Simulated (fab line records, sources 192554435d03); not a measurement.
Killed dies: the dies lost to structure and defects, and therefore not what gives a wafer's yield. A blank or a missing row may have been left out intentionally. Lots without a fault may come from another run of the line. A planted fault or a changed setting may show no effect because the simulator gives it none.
fab line records ; flow n5Finfet
record: lots: 6; wafers: 18; lastDay: 20
route steps=1938 shown BEOL_M1@819 BEOL_M4@1111
lots that met no fault: from a run of the same line without faults
startH: hours from the record's first day to the start of the lot's first wafer shown ; waitH: hours elapsed since this lot's preceding step ; " unchanged from the row above ; L1.1+2: a single row standing in for several wafers ; - no value, or no start was given ; * or withheld: withheld ; < > ~ a bound
route shown NAME@n: NAME is a module with steps in the file, n the number in the route of the first one ; usual: mean/standard deviation of fault-free wafers ; same: alike in all rows ; chamber/n: place in a boat ; sites: readings site by site ; _std_site: the values' standard deviation ; _edge_site: the outer-site mean with the inner-site mean subtracted ; radiusMm: for every site, how far away it sits from the centre of the wafer ; mask NAME#n: copy n ; behind: the last tool/chamber to shape the wafer ; hold: the reason the lot was held/the length of the hold in hours/how it ended ; device: transistor that didn't switch, given as n, p or np ; end of line: tests of these same wafers at the route's end ; for a step that has no rows: nothing shown but its recipe ; killed: at the first sort, the dies lost to defects and structure; wafer yield is something else ; map: a wafer's dies, marking killed ones x, the rest . and places with no die _
set.NAME: the setting as run; set.NAME@STEP: as run at that earlier step ; model.NAME: the simulator's own value behind a step, which no gauge read
lots at some steps of the route; a table a step, a row a wafer
services: the hour from which a tool's chamber was out of use, counted from the record's first day as startH (under 0 if before that day), plus the number of hours and why
== steps ==
step: N5_BEOL_M1_ANNEAL_82
recipe: tempC: 400; timeS: 240; ambient: vacuum
step: N5_BEOL_M1_SPUTTER_86
recipe: material: Cu; targetThkA: 45; tempC: -20; chamberPressurePa: 0.07; powerW: withheld; timeS: 8.29
step: N5_BEOL_M1_ANNEAL_87
recipe: tempC: 400; timeS: 240; ambient: vacuum
step: N5_BEOL_M1_SPUTTER_88
recipe: material: Cu; targetThkA: 45; tempC: -20; chamberPressurePa: 0.07; powerW: withheld; timeS: 8.29
usual: susceptorTempC: -20.00/0.1; throttleValvePct: 29.9/0.73
lot.wafer;tool;chamber;startH;waitH;susceptorTempC;throttleValvePct
L743.1;pvdSputter-03;-;177.81;0.1;-20.08;28.8
L743.3;pvdSputter-03;-;177.81;0.1;-20.08;30.5
L743.5;pvdSputter-03;-;177.81;0.1;-20.17;30.3
L751.2;pvdSputter-03;-;202.94;0.1;-19.95;31.0
L751.3;pvdSputter-03;-;202.94;0.1;-20.03;30.3
L751.6;pvdSputter-03;-;202.94;0.1;-20.06;30.3
L750.1;pvdSputter-03;-;208.70;0.1;-20.11;29.6
L750.4;pvdSputter-03;-;208.70;0.1;-20.05;28.7
L750.5;pvdSputter-03;-;208.70;0.1;-20.00;30.3
L754.3;pvdSputter-01;-;229.41;0.1;-19.87;31.0
L754.4;pvdSputter-01;-;229.41;0.1;-19.92;29.2
L754.5;pvdSputter-01;-;229.41;0.1;-19.94;31.2
L755.1;pvdSputter-02;-;230.50;0.1;-20.05;29.8
L755.3;pvdSputter-02;-;230.50;0.1;-19.99;30.3
L755.4;pvdSputter-02;-;230.50;0.1;-19.99;29.7
L763.3;pvdSputter-02;-;261.94;0.1;-19.82;30.4
L763.4;pvdSputter-02;-;261.94;0.1;-19.86;29.6
L763.6;pvdSputter-02;-;261.94;0.1;-19.89;29.6
step: N5_BEOL_M1_ANNEAL_89
recipe: tempC: 400; timeS: 240; ambient: vacuum
usual: heaterPowerW: 782/69; susceptorTempC: 400.00/0.23
lot.wafer;tool;chamber;startH;waitH;heaterPowerW;susceptorTempC
L743.1;pvdSputter-03;-;177.89;0.0;670;399.54
L743.3;pvdSputter-03;-;177.89;0.0;812;400.13
L743.5;pvdSputter-03;-;177.89;0.0;815;399.98
L751.2;pvdSputter-03;-;203.02;0.0;802;400.08
L751.3;pvdSputter-03;-;203.02;0.0;814;400.06
L751.6;pvdSputter-03;-;203.02;0.0;834;400.35
L750.1;pvdSputter-03;-;208.78;0.0;760;400.05
L750.4;pvdSputter-03;-;208.78;0.0;673;400.33
L750.5;pvdSputter-03;-;208.78;0.0;826;400.07
L754.3;pvdSputter-01;-;229.49;0.0;739;400.08
L754.4;pvdSputter-01;-;229.49;0.0;874;400.02
L754.5;pvdSputter-01;-;229.49;0.0;744;400.02
L755.1;pvdSputter-02;-;230.58;0.0;784;400.03
L755.3;pvdSputter-02;-;230.58;0.0;870;400.06
L755.4;pvdSputter-02;-;230.58;0.0;700;399.53
L763.3;pvdSputter-02;-;262.02;0.0;883;400.16
L763.4;pvdSputter-02;-;262.02;0.0;770;400.22
L763.6;pvdSputter-02;-;262.02;0.0;691;400.33
step: N5_BEOL_M1_SPUTTER_90
recipe: material: Cu; targetThkA: 45; tempC: -20; chamberPressurePa: 0.07; powerW: withheld; timeS: 8.29
step: N5_BEOL_M1_ANNEAL_91
recipe: tempC: 400; timeS: 240; ambient: vacuum
usual: heaterPowerW: 781/67; susceptorTempC: 400.03/0.23
lot.wafer;tool;chamber;startH;waitH;heaterPowerW;susceptorTempC
L743.1;pvdSputter-03;-;178.11;0.0;658;400.14
L743.3;pvdSputter-03;-;178.11;0.0;836;400.15
L743.5;pvdSputter-03;-;178.11;0.0;819;400.05
L751.2;pvdSputter-03;-;203.24;0.0;812;400.03
L751.3;pvdSputter-03;-;203.24;0.0;839;399.71
L751.6;pvdSputter-03;-;203.24;0.0;818;399.91
L750.1;pvdSputter-03;-;209.00;0.0;742;400.09
L750.4;pvdSputter-03;-;209.00;0.0;659;400.24
L750.5;pvdSputter-03;-;209.00;0.0;820;399.88
L754.3;pvdSputter-01;-;229.71;0.0;736;400.25
L754.4;pvdSputter-01;-;229.71;0.0;841;400.49
L754.5;pvdSputter-01;-;229.71;0.0;740;400.01
L755.1;pvdSputter-02;-;230.80;0.0;759;399.99
L755.3;pvdSputter-02;-;230.80;0.0;858;399.56
L755.4;pvdSputter-02;-;230.80;0.0;704;400.29
L763.3;pvdSputter-02;-;262.24;0.0;837;400.14
L763.4;pvdSputter-02;-;262.24;0.0;772;400.30
L763.6;pvdSputter-02;-;262.24;0.0;706;399.85
step: N5_BEOL_M1_SPUTTER_92
recipe: material: Cu; targetThkA: 45; tempC: -20; chamberPressurePa: 0.07; powerW: withheld; timeS: 8.29
step: N5_BEOL_M1_ANNEAL_93
recipe: tempC: 400; timeS: 240; ambient: vacuum
step: N5_BEOL_M1_SPUTTER_94
recipe: material: Cu; targetThkA: 45; tempC: -20; chamberPressurePa: 0.07; powerW: withheld; timeS: 8.29
usual: susceptorTempC: -19.99/0.11; throttleValvePct: 30.0/0.73
lot.wafer;tool;chamber;startH;waitH;susceptorTempC;throttleValvePct
L743.1;pvdSputter-03;-;178.47;0.1;-19.89;28.8
L743.3;pvdSputter-03;-;178.47;0.1;-19.92;30.6
L743.5;pvdSputter-03;-;178.47;0.1;-20.05;30.2
L751.2;pvdSputter-03;-;203.60;0.1;-19.96;31.0
L751.3;pvdSputter-03;-;203.60;0.1;-19.98;30.2
L751.6;pvdSputter-03;-;203.60;0.1;-20.00;30.3
L750.1;pvdSputter-03;-;209.36;0.1;-19.95;29.5
L750.4;pvdSputter-03;-;209.36;0.1;-19.91;28.7
L750.5;pvdSputter-03;-;209.36;0.1;-19.93;30.3
L754.3;pvdSputter-01;-;230.07;0.1;-20.09;31.1
L754.4;pvdSputter-01;-;230.07;0.1;-19.84;29.5
L754.5;pvdSputter-01;-;230.07;0.1;-19.95;31.1
L755.1;pvdSputter-02;-;231.16;0.1;-20.23;29.8
L755.3;pvdSputter-02;-;231.16;0.1;-20.11;30.6
L755.4;pvdSputter-02;-;231.16;0.1;-19.88;29.8
L763.3;pvdSputter-02;-;262.60;0.1;-19.95;30.4
L763.4;pvdSputter-02;-;262.60;0.1;-19.80;29.7
L763.6;pvdSputter-02;-;262.60;0.1;-20.01;29.7
step: N5_BEOL_M1_ANNEAL_95
recipe: tempC: 400; timeS: 240; ambient: vacuum
usual: heaterPowerW: 782/70; susceptorTempC: 399.97/0.2
lot.wafer;tool;chamber;startH;waitH;heaterPowerW;susceptorTempC
L743.1;pvdSputter-03;-;178.55;0.0;669;399.71
L743.3;pvdSputter-03;-;178.55;0.0;802;400.21
L743.5;pvdSputter-03;-;178.55;0.0;827;400.10
L751.2;pvdSputter-03;-;203.68;0.0;794;399.77
L751.3;pvdSputter-03;-;203.68;0.0;822;400.05
L751.6;pvdSputter-03;-;203.68;0.0;830;399.90
L750.1;pvdSputter-03;-;209.44;0.0;733;399.88
L750.4;pvdSputter-03;-;209.44;0.0;666;399.97
L750.5;pvdSputter-03;-;209.44;0.0;811;400.26
L754.3;pvdSputter-01;-;230.15;0.0;731;400.12
L754.4;pvdSputter-01;-;230.15;0.0;842;399.58
L754.5;pvdSputter-01;-;230.15;0.0;731;399.92
L755.1;pvdSputter-02;-;231.24;0.0;748;399.79
L755.3;pvdSputter-02;-;231.24;0.0;868;399.95
L755.4;pvdSputter-02;-;231.24;0.0;716;399.68
L763.3;pvdSputter-02;-;262.68;0.0;870;399.78
L763.4;pvdSputter-02;-;262.68;0.0;772;399.83
L763.6;pvdSputter-02;-;262.68;0.0;687;400.01
step: N5_BEOL_M1_SPUTTER_96
recipe: material: Cu; targetThkA: 45; tempC: -20; chamberPressurePa: 0.07; powerW: withheld; timeS: 8.29
step: N5_BEOL_M1_ECD_50
recipe: material: Cu; targetThkA: 3000
lot.wafer;tool;chamber;startH;waitH;model.Cu_of_BEOL_M1_ECD_50.thkNm
L743.1;ecdCu-01;0;178.80;0.1;300
L743.3;ecdCu-01;0;178.80;0.1;299.2
L743.5;ecdCu-01;1;178.80;0.1;296.8
L751.2;ecdCu-01;0;203.94;0.1;294.2
L751.3;ecdCu-01;0;203.94;0.1;298.4
L751.6;ecdCu-01;1;203.94;0.1;298
L750.1;ecdCu-01;0;209.70;0.1;486.6
L750.4;ecdCu-01;1;209.70;0.1;300.8
L750.5;ecdCu-01;0;209.70;0.1;483.8
L754.3;ecdCu-01;1;230.43;0.1;299.6
L754.4;ecdCu-01;0;230.43;0.1;486.4
L754.5;ecdCu-01;1;230.43;0.1;303.4
L755.1+3;ecdCu-02;1,0;231.49;0.1;300.2
L755.4;ecdCu-02;1;231.49;0.1;303.4
L763.3;ecdCu-02;0;262.95;0.1;306.8
L763.4;ecdCu-02;1;262.95;0.1;301.8
L763.6;ecdCu-02;0;262.95;0.1;303.6
step: N5_BEOL_M1_ANNEAL_51
recipe: tempC: 225; timeS: 90; ambient: N2
step: N5_BEOL_M1_CMP_52
recipe: stopOn: SiOC; tOverpolishS: 6.8; downForcePsi: 1; platenRpm: 50; clearingPlatenDownForcePsi: 1.5; clearingPlatenRpm: 50; postCmpClean: cuAlkaline; targetThkNm: 40; clearingPlatenPadVelocityMS: 0.99484; padVelocityMS: 0.99484
usual: motorCurrentA: 6.2/0.5; padLifeWafers: 1057/710; timeToEndpointS: 63/4.1
lot.wafer;tool;chamber;startH;waitH;motorCurrentA;padLifeWafers;timeToEndpointS
L743.1;cmp-03;3;179.26;0.3;5.8;1442;62
L743.3;cmp-03;0;179.26;0.3;6.8;1443;61
L743.5;cmp-03;2;179.26;0.3;7.0;-;61
L751.2;cmp-03;3;204.32;0.2;5.8;1584;62
L751.3;cmp-03;0;204.32;0.2;6.4;1585;64
L751.6;cmp-03;3;204.32;0.2;5.8;-;60
L750.4;cmp-04;1;210.29;0.2;5.6;728;68
L750.1;cmp-04;2;210.29;0.2;6.3;729;105
L750.5;cmp-04;0;210.29;0.2;6.0;-;101
L754.3;cmp-03;3;230.91;0.2;5.7;1891;67
L754.4;cmp-03;1;230.91;0.2;6.2;1893;114
L754.5;cmp-03;2;230.91;0.2;6.7;-;69
L755.1;cmp-03;3;231.88;0.3;5.7;1902;67
L755.4;cmp-03;1;231.88;0.3;6.4;1904;69
L755.3;cmp-03;2;231.88;0.3;6.8;1905;66
L763.3;cmp-04;1;263.36;0.2;5.6;1206;64
L763.4;cmp-04;0;263.36;0.2;5.7;1209;56
L763.6;cmp-04;2;263.36;0.2;6.4;-;65
step: N5_BEOL_M1_THK_MEAS_53
recipe: thkMeasGauge: xrf; reads: Cu_of_BEOL_M1_ECD_50
usual: M1_THK: 40.1/2.1
lot.wafer;tool;chamber;startH;waitH;M1_THK[nm]
L743.1;filmMetro-02;-;179.47;-;37.2
L743.3;filmMetro-02;-;179.47;-;38.9
L743.5;filmMetro-02;-;179.47;-;37.6
L751.2;filmMetro-02;-;204.61;-;41.2
L751.3;filmMetro-02;-;204.61;-;40.0
L751.6;filmMetro-02;-;204.61;-;42.9
L750.1;filmMetro-02;-;210.51;-;39.6
L750.4;filmMetro-02;-;210.51;-;42.2
L750.5;filmMetro-02;-;210.51;-;39.2
L754.3;filmMetro-01;-;231.17;-;40.0
L754.4;filmMetro-01;-;231.17;-;43.1
L754.5;filmMetro-01;-;231.17;-;42.5
L755.1;filmMetro-01;-;232.18;-;39.9
L755.3;filmMetro-01;-;232.18;-;41.2
L755.4;filmMetro-01;-;232.18;-;43.3
L763.3;filmMetro-01;-;263.65;-;42.3
L763.4;filmMetro-01;-;263.65;-;41.2
L763.6;filmMetro-01;-;263.65;-;41.2
step: N5_BEOL_M4_RC_MEAS_101
usual: DIBL_N: 36.1/2.3; DIBL_P: 36/3.2; IOFF_N: 0.16/0.045; IOFF_P: 0.21/0.049; ION_N: 674/14; ION_P: 462/8.4; SS_N: 71.6/0.83; SS_P: 73.2/0.87; VT_N: 249/3.8; VT_P: -250/3.4
lot.wafer;tool;chamber;startH;waitH;DIBL_N[mV/V];DIBL_P[mV/V];IOFF_N[nA/um];IOFF_P[nA/um];ION_N[uA/um];ION_P[uA/um];SS_N[mV/dec];SS_P[mV/dec];VT_N[mV];VT_P[mV]
L743.1;prober-01;0;266.33;0.0;35.2;32;0.13;0.17;664;457;71.2;71.8;252;-253
L743.3;prober-01;0;266.33;0.0;40.8;40;0.25;0.30;681;466;73.4;74.0;246;-246
L743.5;prober-01;0;266.33;0.0;35.6;34;0.14;0.19;657;453;71.9;72.9;251;-250
L751.2;prober-01;0;304.00;0.2;33.9;34;0.14;0.21;671;462;71.7;73.2;249;-247
L751.3;prober-01;0;304.00;0.2;34.1;35;0.17;0.24;689;477;71.3;72.8;244;-246
L751.6;prober-01;0;304.00;0.2;34.3;34;0.15;0.22;670;463;71.4;72.3;250;-248
L750.1;prober-01;0;313.45;0.0;33.5;33;0.12;0.18;649;449;71.8;73.2;255;-251
L750.4;prober-01;0;313.45;0.0;31.5;31;0.10;0.15;663;462;69.8;72.0;255;-253
L750.5;prober-01;0;313.45;0.0;32.1;31;0.10;0.15;642;447;71.7;72.7;258;-252
L754.3;prober-02;0;345.12;0.3;35.7;35;0.15;0.21;677;469;71.4;73.9;248;-246
L754.4;prober-02;0;345.12;0.3;35.0;34;0.14;0.19;658;451;71.9;72.7;248;-251
L754.5;prober-02;0;345.12;0.3;35.6;35;0.14;0.22;662;462;72.0;74.3;248;-250
L755.1;prober-02;0;347.66;0.0;37.6;39;0.17;0.29;661;465;71.7;74.3;250;-246
L755.3;prober-02;0;347.66;0.0;35.5;33;0.13;0.18;664;458;71.2;72.5;253;-253
L755.4;prober-02;0;347.66;0.0;34.3;30;0.10;0.13;633;437;71.1;72.3;259;-259
L763.3;prober-02;0;364.75;0.3;36.8;34;0.16;0.18;681;461;70.7;73.5;247;-251
L763.4;prober-02;0;364.75;0.3;34.9;32;0.13;0.17;685;471;70.6;71.9;248;-253
L763.6;prober-02;0;364.75;0.3;39.1;36;0.19;0.20;686;461;71.7;73.6;248;-251
== services ==
tool;chamber;startH;hours;kind
ecdCu-01;-;154.40;1.2;repair
ecdCu-02;-;170.62;0.5;repair
cmp-04;-;172.27;0.4;repair
ecdCu-01;-;174.54;0.6;repair
cmp-03;-;183.47;7.5;pm
ecdCu-01;-;201.83;1.0;repair
ecdCu-01;-;204.18;2.1;repair
pvdSputter-03;-;216.35;1.0;repair
cmp-03;-;228.22;1.7;repair
cmp-03;-;258.56;4.0;pm
cmp-03;-;262.56;-;consumableReplace:conditioner
cmp-03;-;262.56;-;consumableReplace:pad
== key ==
firstSign: step: N5_BEOL_M1_CMP_52; reading: timeToEndpointS; direction: up; sigmas: 11; usual: *; struck: *
effect none on later readings
modelEffect: step: N5_BEOL_M1_ECD_50; value: Cu_of_BEOL_M1_ECD_50.thkNm; without: 298.5; struck: 485.6
metAt N5_BEOL_M1_ECD_50
struckWafers L750.1,L750.5,L754.4
onsetBetween 203.94 209.70
fault: kind: processParameterDrift; tool: ecdCu-01; chamber: 0; onsetH: 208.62; steps: N5_BEOL_M1_ECD_50; channel: targetThkA; offset: *; shape: step; endH: 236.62; actsIn: *; stated: *
